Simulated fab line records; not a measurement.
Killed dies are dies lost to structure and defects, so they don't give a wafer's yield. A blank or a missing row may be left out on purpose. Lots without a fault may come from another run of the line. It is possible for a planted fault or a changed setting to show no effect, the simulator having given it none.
fab line records | flow n5Finfet
record: lots: 7 wafers: 39
route steps=1938 shown FIN_SAQP@110 SD_EPI_N@269 HKMG_FIN@386 MOL_CONTACT_COAG@559 BEOL_M0_CUTY@713 BEOL_M1@751 BEOL_M3@1006 BEOL_M4@1067 BEOL_M5@1191 BEOL_M8@1368 BEOL_M12@1602 BEOL_M13@1706 PASS1_CAP@1874 PASSIVATION@1936
startH: hours from the record's opening day to when the first of the lot's shown wafers began | waitH: hours since the lot's step before | " as in the row above | L1.1+2: a single row standing in for several wafers | - either no value or no given start | * or withheld: withheld | < > ~ a bound
route shown NAME@n: names a module that has steps shown in the file, with the first one's number in the route | usual: average and standard deviation across the fault-free wafers | same: alike in all rows | chamber/n: place in a boat | sites: readings site by site | _std_site: how widely they spread, as a standard deviation | _edge_site: inner sites' mean taken away from outer sites' mean | radiusMm: for every site, how far away it sits from the centre of the wafer | mask NAME#n: copy n | behind: the tool/chamber that last shaped the wafer | hold: why the lot was held/for how many hours/how that ended | device: which transistor (n, p or np) failed to switch | end of line: the same wafers' tests at the end of the route | a step with no rows: only its recipe | killed: count of dies lost to structure and defects at first sort (not the wafer's yield) | map: dies across one wafer; x = killed, . = not, _ = none there
set.NAME: the setting as run; set.NAME@STEP: as run at that earlier step | model.NAME: the simulator's own value behind a step, which no gauge read
lots with deliberately changed settings; one table per step, one row per wafer
== steps ==
step: N5_FIN_SAQP_DEVELOP_15
recipe: developTimeS: 30 developer: TMAH resist: CAR-ArF devTempC: 23 rinseLiquid: diw dry: airSpin
step: N5_SD_EPI_N_DEVELOP_08
recipe: developTimeS: 30 developer: TMAH resist: CAR-ArF-block devTempC: 23 rinseLiquid: diw dry: airSpin
step: N5_HKMG_FIN_HK_ALD_01
recipe: material: HfO2 targetThkA: 16 tempC: withheld aldPrecursorFamily: HfCl4 aldCoReactant: H2O pulseTimeS: 3 purgeTimeS: 3 coReactantPurgeTimeS: 2.5 coReactantPulseTimeS: 0.3 aldCycles: 30
step: N5_MOL_CONTACT_COAG_ALD_27
recipe: material: SiOC targetThkA: 170 tempC: 400 aldPrecursorFamily: carbosiloxane aldCoReactant: H2-plasma pulseTimeS: 1.5 timeS: 2720 purgeTimeS: 2 coReactantPurgeTimeS: 2 aldCycles: 340 pressureTorr: 2
step: N5_BEOL_M0_CUTY_ETCH_63
recipe: chemistry: N2/H2 target: SOC targetDepthA: 827 overetchA: 165 maskMaterial: SiARC tempC: 40 ionEnergyEv: 200 timeS: 124 pressureMtorr: 30 sourceW: 840 biasW: 150 n2FlowSccm: 200 h2FlowSccm: 200
step: N5_BEOL_M1_ILD_DEP_00
recipe: material: SiOC targetThkA: 790 tempC: 350 precursor: DEMS/O2 pressureTorr: 5 rfW: 500 timeS: 15.3
step: N5_BEOL_M3_SPUTTER_92
recipe: material: Cu targetThkA: 45 tempC: -20 chamberPressurePa: 0.07 powerW: withheld timeS: 8.29
step: N5_BEOL_M4_VIA_ETCH_34
recipe: chemistry: C4F6/O2 targetDepthA: 694 maskMaterial: SOC pressureMtorr: 15 ionEnergyEv: 250 taperDeg: 4 timeS: 65.9 sourceW: 350 biasW: 170 Ar_flow_sccm: 300 C4F6_flow_sccm: 10 O2_flow_sccm: 10
step: N5_BEOL_M5_DEP_56
recipe: material: SiCN targetThkA: 80 tempC: withheld precursor: 3MS/NH3 pressureTorr: 3 rfW: 202 timeS: 14
step: N5_BEOL_M8_DESCUM_33
recipe: chemistry: O2 timeS: 7 sourcePowerW: 50 biasPowerW: 20 pressureMtorr: 20 rfFrequencyHz: 2.712e+07 tempC: 40 resist: CAR-EUV o2FlowSccm: 225
step: N5_BEOL_M12_ILD_DEP_00
recipe: material: SiOC targetThkA: 6589.2 tempC: 350 precursor: DEMS/O2 pressureTorr: 5 rfW: 500 timeS: 130.7
step: N5_BEOL_M13_SPUTTER_44
recipe: material: Ta targetThkA: 100 tempC: 50 biasV: 80 powerW: 15000 chamberPressurePa: 0.07 timeS: 16.13
step: N5_PASSIVATION_PECVD_01
recipe: material: SiNx targetThkA: 2000 tempC: 400 precursor: SiH4/NH3/N2 pressureTorr: 4.9 rfW: 1406 timeS: 43.2
step: N5_PASSIVATION_PROBE_49
usual: defectLimitedYield: 91.7/1.5 killed_at_M0_to_M3: 32/10 killedDies: 98/18 killedOnRim: 13/3.6
columns lot.wafer tool chamber startH waitH set.developTimeS@FIN_SAQP_DEVELOP_15 set.developTimeS@SD_EPI_N_DEVELOP_08 set.aldCycles@HKMG_FIN_HK_ALD_01 set.aldCycles@MOL_CONTACT_COAG_ALD_27 set.timeS@BEOL_M0_CUTY_ETCH_63 set.targetThkA@BEOL_M1_ILD_DEP_00 set.timeS@BEOL_M3_SPUTTER_92 set.targetDepthA@BEOL_M4_VIA_ETCH_34 set.targetThkA@BEOL_M5_DEP_56 set.timeS@BEOL_M8_DESCUM_33 set.timeS@BEOL_M12_ILD_DEP_00 set.timeS@BEOL_M13_SPUTTER_44 set.timeS@PASSIVATION_PECVD_01 defectLimitedYield[%] killed_at_M0_to_M3 killedDies killedOnRim
L075.1 prober-02 - 301.90 0.0 12.76 30 30 340 124 790 8.29 867.1 80 7 60.96 18.94 43.2 17.7 15 971 151
L075.2 prober-02 - 301.95 0.1 12.76 30 30 340 174.3 400.1 8.29 694 43.67 7 130.7 18.94 43.2 0 1128 1180 152
L075.3 prober-02 - 302.00 0.1 30 30 30 340 124 400.1 8.29 694 43.67 7 60.96 16.13 31.03 0 1104 1180 152
L075.4 prober-02 - 302.05 0.2 30 30 30 340 124 400.1 3.772 867.1 80 7 60.96 18.94 31.03 0 1106 1180 152
L075.5 prober-02 - 302.10 0.2 30 30 30 340 174.3 790 3.772 694 80 7 130.7 16.13 31.03 92.5 24 88 9
L075.6 prober-02 - 302.15 0.3 12.76 30 30 340 174.3 790 3.772 867.1 43.67 7 130.7 16.13 43.2 92.4 22 90 13
L079.1 prober-01 - 316.67 0.0 30 30 30 340 124 337.7 3.835 694 95.94 4.137 130.7 16.13 43.2 0 1114 1180 152
L079.2 prober-01 - 316.72 0.1 30 30 13 340 165 790 8.29 568.3 80 7 130.7 8.598 43.2 94.4 25 66 6
L079.3 prober-01 - 316.77 0.1 47.89 30 30 340 165 337.7 8.29 694 80 7 130.7 16.13 43.2 0 1111 1180 152
L079.4 prober-01 - 316.82 0.2 30 30 13 340 124 790 8.29 694 95.94 4.137 84.32 8.598 43.2 93.2 31 80 10
L079.5 prober-01 - 316.87 0.2 47.89 30 30 340 165 790 3.835 568.3 95.94 7 84.32 8.598 43.2 93.0 15 83 12
L079.6 prober-01 - 316.92 0.3 47.89 30 13 340 124 337.7 3.835 568.3 80 4.137 84.32 16.13 43.2 0 1112 1180 152
L074.2 prober-01 - 331.82 0.1 30 30 30 340 124 790 8.29 694 80 7 130.7 16.13 43.2 89.2 18 128 17
L074.3 prober-01 - 331.87 0.1 30 30 30 340 124 790 8.29 694 80 7 130.7 16.13 43.2 91.7 41 98 16
L074.5 prober-01 - 331.97 0.2 30 30 30 340 124 790 8.29 694 80 7 130.7 16.13 43.2 92.4 13 90 8
L082.1 prober-01 - 332.95 0.0 47.35 40.76 30 340 124 539.9 8.29 694 33.04 7 130.7 7.671 43.2 3.2 1082 1142 146
L082.2 prober-01 - 333.00 0.1 30 40.76 30 484 80.25 790 8.29 694 80 7 130.7 16.13 17.73 76.1 213 282 19
L082.3 prober-01 - 333.05 0.1 47.35 30 30 340 80.25 790 7.033 694 80 7 130.7 7.671 43.2 81.4 178 219 7
L082.4 prober-01 - 333.10 0.2 30 30 30 340 80.25 539.9 7.033 694 33.04 7 130.7 7.671 17.73 0 1124 1180 152
L082.5 prober-01 - 333.15 0.2 47.35 30 30 484 124 790 8.29 694 33.04 7 130.7 16.13 43.2 92.1 41 93 19
L082.6 prober-01 - 333.20 0.3 30 40.76 30 484 124 539.9 7.033 694 80 7 130.7 16.13 17.73 16.4 917 987 126
L086.1 prober-02 - 360.48 0.0 30 39.7 20 340 124 790 3.357 938.4 103.4 8.817 130.7 16.13 43.2 88.7 41 133 17
L086.2 prober-02 - 360.53 0.1 46.97 30 20 340 124 790 8.29 694 103.4 8.817 105 16.13 55.09 0 51 1180 152
L086.3 prober-02 - 360.58 0.1 46.97 39.7 30 497 124 790 3.357 938.4 80 8.817 105 24.2 43.2 90.0 43 118 13
L086.4 prober-02 - 360.63 0.2 46.97 39.7 20 497 124 790 8.29 694 80 7 130.7 24.2 43.2 87.6 71 146 12
L086.5 prober-02 - 360.68 0.2 30 30 30 497 124 790 8.29 938.4 103.4 7 130.7 24.2 55.09 0 41 1180 152
L086.6 prober-02 - 360.73 0.3 30 30 30 340 124 790 3.357 694 80 7 105 16.13 55.09 0 39 1180 152
L095.1 prober-02 - 428.47 0.0 23.24 30 30 340 85.01 790 8.29 494.5 80 3.825 130.7 12.51 43.2 45.2 572 647 62
L095.2 prober-02 - 428.52 0.1 30 37.83 30 286 124 790 12.83 494.5 100.9 7 130.7 16.13 43.2 91.3 28 103 17
L095.3 prober-02 - 428.57 0.1 30 30 30 286 85.01 433.8 12.83 694 80 3.825 130.7 16.13 43.2 0 1111 1180 152
L095.4 prober-02 - 428.62 0.2 23.24 30 30 286 124 433.8 8.29 694 80 7 130.7 16.13 43.2 0 1101 1180 152
L095.5 prober-02 - 428.67 0.2 23.24 37.83 30 340 85.01 433.8 12.83 494.5 100.9 3.825 130.7 12.51 43.2 0 1088 1180 152
L095.6 prober-02 - 428.72 0.3 30 37.83 30 340 124 790 8.29 694 100.9 7 130.7 12.51 43.2 90.7 39 110 16
L097.1 prober-01 - 432.63 0.0 42.11 21.23 30 207 124 790 8.29 311.5 80 7 130.7 16.13 43.2 67.5 22 383 26
L097.2 prober-01 - 432.68 0.1 30 21.23 35 340 163.2 790 8.29 694 119 7 180.5 16.13 43.2 94.7 17 63 8
L097.3 prober-01 - 432.73 0.1 42.11 30 35 207 124 790 8.29 311.5 119 7 130.7 16.13 25.6 57.7 22 499 74
L097.4 prober-01 - 432.78 0.2 30 21.23 30 207 163.2 790 10.52 694 80 7 130.7 16.13 25.6 92.9 22 84 11
L097.5 prober-01 - 432.83 0.2 30 30 35 340 124 790 10.52 694 80 7 180.5 16.13 25.6 92.4 29 90 8
L097.6 prober-01 - 432.88 0.3 42.11 30 30 340 163.2 790 10.52 311.5 119 7 180.5 16.13 43.2 66.6 19 394 22
killed by level:class
L075.1 BEOL_M12:areaDep=886 GATE_CUT:geometricParticle:short=12 STI_FIN_REVEAL:geometricParticle:open=9 BEOL_M4:geometricParticle:open=8 GATE_CUT:geometricParticle:open=5 HKMG_FIN:areaEtch=5 FIN_SAQP:geometricParticle:short=4 MOL_CONTACT_COAG:geometricParticle:open=4
L075.2 BEOL_M1:areaDep=1112 BEOL_M5:geometricParticle:open=9 STI_FIN_REVEAL:geometricParticle:open=8 GATE_CUT:geometricParticle:short=6 BEOL_M0_SAQP:geometricParticle:short=6 GATE_CUT:geometricParticle:open=5 MOL_CONTACT_COAG:geometricParticle:open=4 BEOL_M3:geometricParticle:open=4
L075.3 BEOL_M1:areaDep=1074 MOL_CONTACT_COAG:geometricParticle:open=11 BEOL_M4:geometricParticle:short=7 BEOL_M4:geometricParticle:open=7 BEOL_M0_SAQP:geometricParticle:short=6 BEOL_M0_SAQP:geometricParticle:open=6 BEOL_M3:geometricParticle:open=6 STI_FIN_REVEAL:geometricParticle:open=4
L075.4 BEOL_M1:areaDep=1085 STI_FIN_REVEAL:geometricParticle:open=20 DUMMY_GATE:geometricParticle:open=5 BEOL_M4:geometricParticle:open=5 MIM_TOP:geometricParticle:open=4 MOL_CONTACT_COAG:geometricParticle:open=4 BEOL_M0_SAQP:geometricParticle:short=4 BEOL_M3:geometricParticle:open=4
L075.5 GATE_CUT:geometricParticle:short=9 MOL_CONTACT_COAG:geometricParticle:open=8 BEOL_M2:geometricParticle:open=6 BEOL_M4:geometricParticle:open=6 STARTING-WAFER:geometricParticle:open=5 BEOL_M0_SAQP:geometricParticle:open=4 FIN_SAQP:geometricParticle:short=3 GATE_CUT:geometricParticle:open=3
L075.6 MOL_CONTACT_COAG:geometricParticle:open=12 GATE_CUT:geometricParticle:short=9 BEOL_M0_SAQP:geometricParticle:short=8 STI_FIN_REVEAL:geometricParticle:open=6 BEOL_M4:geometricParticle:open=6 STARTING-WAFER:geometricParticle:open=6 FIN_SAQP:geometricParticle:short=5 FIN_SAQP:geometricParticle:open=4
L079.1 BEOL_M1:areaDep=1092 MOL_CONTACT_COAG:geometricParticle:open=10 FIN_SAQP:geometricParticle:open=9 BEOL_M2:geometricParticle:open=7 STI_FIN_REVEAL:geometricParticle:open=6 DUMMY_GATE:geometricParticle:open=6 FIN_SAQP:geometricParticle:short=4 BEOL_M3:geometricParticle:open=4
L079.2 FIN_SAQP:geometricParticle:short=7 FIN_SAQP:geometricParticle:open=5 BEOL_M3:geometricParticle:open=5 GATE_CUT:geometricParticle:open=4 BEOL_M0_SAQP:geometricParticle:short=4 BEOL_M0_SAQP:geometricParticle:open=4 BEOL_M1:geometricParticle:open=4 BEOL_M4:geometricParticle:open=4
L079.3 BEOL_M1:areaDep=1081 FIN_SAQP:geometricParticle:open=13 MOL_CONTACT_COAG:geometricParticle:open=11 BEOL_M1:geometricParticle:open=10 STI_FIN_REVEAL:geometricParticle:open=8 FIN_SAQP:geometricParticle:short=7 DUMMY_GATE:geometricParticle:open=7 BEOL_M0_SAQP:geometricParticle:open=4
L079.4 MOL_CONTACT_COAG:geometricParticle:open=11 BEOL_M2:geometricParticle:open=8 FIN_SAQP:geometricParticle:short=6 BEOL_M1:geometricParticle:open=6 BEOL_M0_SAQP:geometricParticle:short=4 BEOL_M2:geometricParticle:short=4 FIN_SAQP:geometricParticle:open=3 DUMMY_GATE:geometricParticle:open=3
L079.5 MOL_CONTACT_COAG:geometricParticle:open=20 FIN_SAQP:geometricParticle:short=7 MOL_CONTACT_COAG:geometricParticle:short=7 BEOL_M0_SAQP:geometricParticle:short=4 DUMMY_GATE:geometricParticle:open=3 SDB:geometricParticle:open=3 BEOL_M0_SAQP:geometricParticle:open=3 BEOL_M3:geometricParticle:open=3
L079.6 BEOL_M1:areaDep=1080 BEOL_M2:geometricParticle:open=19 BEOL_M4:geometricParticle:open=10 MOL_CONTACT_COAG:geometricParticle:short=9 MOL_CONTACT_COAG:geometricParticle:open=9 FIN_SAQP:geometricParticle:open=7 BEOL_M1:geometricParticle:open=5 BEOL_M5:geometricParticle:open=4
L074.2 STI_FIN_REVEAL:geometricParticle:open=28 MOL_CONTACT_COAG:geometricParticle:open=13 FIN_SAQP:geometricParticle:open=11 DUMMY_GATE:geometricParticle:open=11 FIN_SAQP:geometricParticle:short=9 STI_FIN_REVEAL:geometricParticle:short=7 BEOL_M4:geometricParticle:open=7 MOL_CONTACT_COAG:geometricParticle:short=4
L074.3 BEOL_M0_SAQP:geometricParticle:open=13 BEOL_M1:geometricParticle:open=10 BEOL_M4:geometricParticle:open=9 FIN_SAQP:geometricParticle:open=7 DUMMY_GATE:geometricParticle:open=7 MOL_CONTACT_COAG:geometricParticle:open=7 BEOL_M0_SAQP:geometricParticle:short=7 DUMMY_GATE:geometricParticle:short=4
L074.5 BEOL_M4:geometricParticle:open=12 FIN_SAQP:geometricParticle:short=7 FIN_SAQP:geometricParticle:open=7 STI_FIN_REVEAL:geometricParticle:open=7 MOL_CONTACT_COAG:geometricParticle:open=7 BEOL_M5:geometricParticle:open=7 MOL_CONTACT_COAG:geometricParticle:short=4 BEOL_M3:geometricParticle:open=4
L082.1 BEOL_M1:areaDep=607 BEOL_M1:areaEcd=443 FIN_SAQP:geometricParticle:short=13 BEOL_M3:geometricParticle:open=9 STI_FIN_REVEAL:geometricParticle:open=8 MOL_CONTACT_COAG:geometricParticle:open=8 BEOL_M1:geometricParticle:open=7 FIN_SAQP:geometricParticle:open=5
L082.2 BEOL_M0_CUTY:areaEtch=182 FIN_SAQP:geometricParticle:short=17 STI_FIN_REVEAL:geometricParticle:open=10 BEOL_M0_SAQP:geometricParticle:short=9 FIN_SAQP:geometricParticle:open=8 BEOL_M0_SAQP:geometricParticle:open=8 MOL_CONTACT_COAG:geometricParticle:open=7 BEOL_M2:geometricParticle:open=7
L082.3 BEOL_M0_CUTY:areaEtch=161 MOL_CONTACT_COAG:geometricParticle:open=8 FIN_SAQP:geometricParticle:short=5 STI_FIN_REVEAL:geometricParticle:open=5 BEOL_M3:geometricParticle:open=5 BEOL_M0_SAQP:geometricParticle:short=4 STARTING-WAFER:geometricParticle:short=4 GATE_CUT:geometricParticle:open=3
L082.4 BEOL_M0_CUTY:areaEtch=1085 FIN_SAQP:geometricParticle:short=10 BEOL_M1:areaEcd=10 STI_FIN_REVEAL:geometricParticle:open=9 MOL_CONTACT_COAG:geometricParticle:open=6 BEOL_M0_SAQP:geometricParticle:short=6 GATE_CUT:geometricParticle:short=4 STARTING-WAFER:geometricParticle:short=4
L082.5 MOL_CONTACT_COAG:geometricParticle:open=11 BEOL_M0_SAQP:geometricParticle:open=11 BEOL_M4:geometricParticle:open=9 STI_FIN_REVEAL:geometricParticle:open=7 BEOL_M0_SAQP:geometricParticle:short=6 BEOL_M2:geometricParticle:open=6 BEOL_M3:geometricParticle:open=6 BEOL_M2:geometricParticle:short=5
L082.6 BEOL_M1:areaEcd=562 BEOL_M1:areaDep=313 BEOL_M2:geometricParticle:open=17 MOL_CONTACT_COAG:geometricParticle:open=11 FIN_SAQP:geometricParticle:short=9 BEOL_M4:geometricParticle:open=8 STI_FIN_REVEAL:geometricParticle:open=7 BEOL_M0_SAQP:geometricParticle:short=7
L086.1 FIN_SAQP:geometricParticle:open=15 MOL_CONTACT_COAG:geometricParticle:open=13 MOL_CONTACT_COAG:geometricParticle:short=9 BEOL_M0_SAQP:geometricParticle:short=8 FIN_SAQP:geometricParticle:short=7 BEOL_M1:geometricParticle:open=7 BEOL_M0_SAQP:geometricParticle:open=5 BEOL_M0:geometricParticle:open=4
L086.2 PASS1_CAP:areaPecvd=1054 FIN_SAQP:geometricParticle:open=16 MOL_CONTACT_COAG:geometricParticle:open=14 BEOL_M0_SAQP:geometricParticle:short=12 BEOL_M0_SAQP:geometricParticle:open=10 FIN_SAQP:geometricParticle:short=9 STI_FIN_REVEAL:geometricParticle:open=9 BEOL_M1:geometricParticle:open=9
L086.3 BEOL_M1:geometricParticle:open=14 FIN_SAQP:geometricParticle:open=12 MOL_CONTACT_COAG:geometricParticle:open=12 BEOL_M0_SAQP:geometricParticle:short=7 BEOL_M4:geometricParticle:open=7 DUMMY_GATE:geometricParticle:open=6 BEOL_M0_SAQP:geometricParticle:open=5 BEOL_M1:geometricParticle:short=5
L086.4 BEOL_M0_SAQP:geometricParticle:short=21 BEOL_M0_SAQP:geometricParticle:open=18 FIN_SAQP:geometricParticle:open=16 BEOL_M1:geometricParticle:open=13 MOL_CONTACT_COAG:geometricParticle:open=10 BEOL_M2:geometricParticle:open=10 BEOL_M4:geometricParticle:open=10 FIN_SAQP:geometricParticle:short=7
L086.5 PASS1_CAP:areaPecvd=1070 FIN_SAQP:geometricParticle:open=16 MOL_CONTACT_COAG:geometricParticle:open=14 FIN_SAQP:geometricParticle:short=11 BEOL_M0:geometricParticle:open=10 BEOL_M0_SAQP:geometricParticle:open=10 BEOL_M0_SAQP:geometricParticle:short=9 BEOL_M1:geometricParticle:open=5
L086.6 PASS1_CAP:areaPecvd=1081 MOL_CONTACT_COAG:geometricParticle:open=15 BEOL_M0_SAQP:geometricParticle:open=11 BEOL_M1:geometricParticle:open=10 FIN_SAQP:geometricParticle:open=7 BEOL_M0_SAQP:geometricParticle:short=7 FIN_SAQP:geometricParticle:short=5 BEOL_M4:geometricParticle:open=5
L095.1 BEOL_M0_CUTY:areaEtch=546 STI_FIN_REVEAL:geometricParticle:open=9 FIN_SAQP:geometricParticle:open=7 BEOL_M3:geometricParticle:open=6 BEOL_M1:geometricParticle:open=6 FIN_CUT:geometricParticle:short=5 DUMMY_GATE:geometricParticle:open=5 MOL_CONTACT_COAG:geometricParticle:open=5
L095.2 STI_FIN_REVEAL:geometricParticle:open=14 MOL_CONTACT_COAG:geometricParticle:open=8 BEOL_M3:geometricParticle:open=7 BEOL_M4:geometricParticle:open=6 STI_FIN_REVEAL:geometricParticle:short=5 BEOL_M0_SAQP:geometricParticle:open=5 DUMMY_GATE:geometricParticle:open=4 BEOL_M2:geometricParticle:open=4
L095.3 BEOL_M1:areaDep=1055 STI_FIN_REVEAL:geometricParticle:open=13 BEOL_M3:geometricParticle:open=13 BEOL_M2:geometricParticle:open=10 DUMMY_GATE:geometricParticle:open=8 MOL_CONTACT_COAG:geometricParticle:open=8 BEOL_M0_CUTY:areaEtch=7 BEOL_M0_SAQP:geometricParticle:open=6
L095.4 BEOL_M1:areaDep=1012 BEOL_M1:areaEcd=50 STI_FIN_REVEAL:geometricParticle:open=15 BEOL_M2:geometricParticle:open=11 MOL_CONTACT_COAG:geometricParticle:open=9 FIN_SAQP:geometricParticle:open=8 BEOL_M1:geometricParticle:open=7 BEOL_M0_SAQP:geometricParticle:short=6
L095.5 BEOL_M0_CUTY:areaEtch=708 BEOL_M1:areaDep=334 STI_FIN_REVEAL:geometricParticle:open=25 BEOL_M1:areaEcd=20 DUMMY_GATE:geometricParticle:open=12 STI_FIN_REVEAL:geometricParticle:short=8 MOL_CONTACT_COAG:geometricParticle:open=7 BEOL_M2:geometricParticle:open=7
L095.6 STI_FIN_REVEAL:geometricParticle:open=19 BEOL_M2:geometricParticle:open=18 MOL_CONTACT_COAG:geometricParticle:open=9 BEOL_M2:geometricParticle:short=7 PASS1_CAP:geometricParticle:open=6 BEOL_M4:geometricParticle:open=5 GATE_CUT:geometricParticle:short=4 BEOL_M0_SAQP:geometricParticle:open=4
L097.1 BEOL_M4:areaEtch=313 MOL_CONTACT_COAG:geometricParticle:open=7 STARTING-WAFER:geometricParticle:short=7 DUMMY_GATE:geometricParticle:open=6 BEOL_M4:geometricParticle:open=5 ILD0:geometricParticle:short=5 BEOL_M0_SAQP:geometricParticle:short=5 BEOL_M1:geometricParticle:short=5
L097.2 BEOL_M4:geometricParticle:open=13 ILD0:geometricParticle:short=5 MOL_CONTACT_COAG:geometricParticle:open=5 BEOL_M3:geometricParticle:open=5 ILD0:geometricParticle:open=4 BEOL_M0_SAQP:geometricParticle:short=4 STI_FIN_REVEAL:geometricParticle:open=3 DUMMY_GATE:geometricParticle:open=3
L097.3 BEOL_M4:areaEtch=413 MOL_CONTACT_COAG:geometricParticle:open=18 BEOL_M3:geometricParticle:open=8 BEOL_M0_SAQP:geometricParticle:open=6 DUMMY_GATE:geometricParticle:open=5 MOL_CONTACT_COAG:geometricParticle:short=5 BEOL_M4:geometricParticle:open=5 ILD0:geometricParticle:open=4
L097.4 MOL_CONTACT_COAG:geometricParticle:open=16 BEOL_M1:geometricParticle:open=8 BEOL_M2:geometricParticle:open=6 BEOL_M4:geometricParticle:open=5 STI_FIN_REVEAL:geometricParticle:open=4 DUMMY_GATE:geometricParticle:open=4 GATE_CUT:geometricParticle:short=4 BEOL_M0_SAQP:geometricParticle:open=4
L097.5 BEOL_M4:geometricParticle:open=15 BEOL_M0_SAQP:geometricParticle:short=9 MOL_CONTACT_COAG:geometricParticle:open=8 FIN_SAQP:geometricParticle:short=7 MOL_CONTACT_COAG:geometricParticle:short=6 BEOL_M2:geometricParticle:open=5 BEOL_M3:geometricParticle:open=5 ILD0:geometricParticle:short=4
L097.6 BEOL_M4:areaEtch=299 MOL_CONTACT_COAG:geometricParticle:open=15 BEOL_M4:geometricParticle:open=15 BEOL_M3:geometricParticle:open=8 STI_FIN_REVEAL:geometricParticle:open=5 DUMMY_GATE:geometricParticle:open=4 BEOL_M4:geometricParticle:short=4 BEOL_M0_SAQP:geometricParticle:open=4
== key ==
split: step: N5_FIN_SAQP_DEVELOP_15 setting: developTimeS statedAs: 30
response none clear
split: step: N5_SD_EPI_N_DEVELOP_08 setting: developTimeS statedAs: 30
response none clear
split: step: N5_HKMG_FIN_HK_ALD_01 setting: aldCycles statedAs: 30
response none clear
split: step: N5_MOL_CONTACT_COAG_ALD_27 setting: aldCycles statedAs: 340
response none clear
split: step: N5_BEOL_M0_CUTY_ETCH_63 setting: timeS statedAs: 124
response none clear
split: step: N5_BEOL_M1_ILD_DEP_00 setting: targetThkA statedAs: 790
response: step: N5_PASSIVATION_PROBE_49 reading: killed_at_M0_to_M3 slope: -21.6 per: 1% togetherWith: all explained: 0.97
response: step: N5_PASSIVATION_PROBE_49 reading: killedDies slope: -20.9 per: 1% togetherWith: all explained: 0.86
response: step: N5_PASSIVATION_PROBE_49 reading: defectLimitedYield slope: +1.77 per: 1% togetherWith: all explained: 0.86
response: step: N5_PASSIVATION_PROBE_49 reading: killedOnRim slope: -2.66 per: 1% togetherWith: all explained: 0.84
split: step: N5_BEOL_M3_SPUTTER_92 setting: timeS statedAs: 8.29
response none clear
split: step: N5_BEOL_M4_VIA_ETCH_34 setting: targetDepthA statedAs: 694
response none clear
split: step: N5_BEOL_M5_DEP_56 setting: targetThkA statedAs: 80
response none clear
split: step: N5_BEOL_M8_DESCUM_33 setting: timeS statedAs: 7
response none clear
split: step: N5_BEOL_M12_ILD_DEP_00 setting: timeS statedAs: 130.7
response none clear
split: step: N5_BEOL_M13_SPUTTER_44 setting: timeS statedAs: 16.13
response none clear
split: step: N5_PASSIVATION_PECVD_01 setting: timeS statedAs: 43.2
response none clear
